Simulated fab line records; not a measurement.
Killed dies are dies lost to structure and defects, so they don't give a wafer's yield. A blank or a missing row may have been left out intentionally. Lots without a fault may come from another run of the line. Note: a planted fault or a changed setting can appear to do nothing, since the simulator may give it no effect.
Matching of chambers	flow n5 finfet	3 sister chambers for N5_BEOL_M1_PRE_CLEAN_60 on cvd co-02
The step time 15 s. 6 wafers are shown with their chamber, then 11 later ones without.

WAFERS PAIRED WITH THEIR CHAMBERS
wafer	chamber	heater power w (W)
L082.3	0	100
L082.6	1	76
L083.1	1	77
L083.2	0	100
L083.3	2	81
L083.4	2	80

WAFERS WITHOUT THEIR CHAMBER
wafer	heater power w (W)
L083.5	76
L083.6	100
L087.1	100
L087.4	75
L087.5	98
L093.1	100
L093.3	80
L093.5	79
L096.3	79
L096.4	77
L096.5	97

WHICH CHAMBER EACH WENT THROUGH
wafer	from the rows above	in truth
L083.5	1	1
L083.6	0	0
L087.1	0	0
L087.4	1	1
L087.5	0	0
L093.1	0	0
L093.3	2	2
L093.5	can't be placed: 2 or 1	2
L096.3	can't be placed: 2 or 1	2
L096.4	1	1
L096.5	0	0
Correct placement for 9 of the 11. These rows do not allow placing 2 (true chamber among the candidates in 2). Number placed wrongly: 0.
How it was worked out, from the rows above alone: a wafer's distance from a chamber is the root of the sum, over the readings, of the square of ((its reading less the chamber's mean) divided by the reading's scatter). If the next closest chamber is less than 2 further off than the closest, the wafer can't be placed; otherwise it belongs to the closest. Each chamber's mean is taken over the wafers shown for it. The scatter: the root of (the sum of the squares of (reading less its chamber's mean) over the shown wafers, divided by (wafers less chambers)).
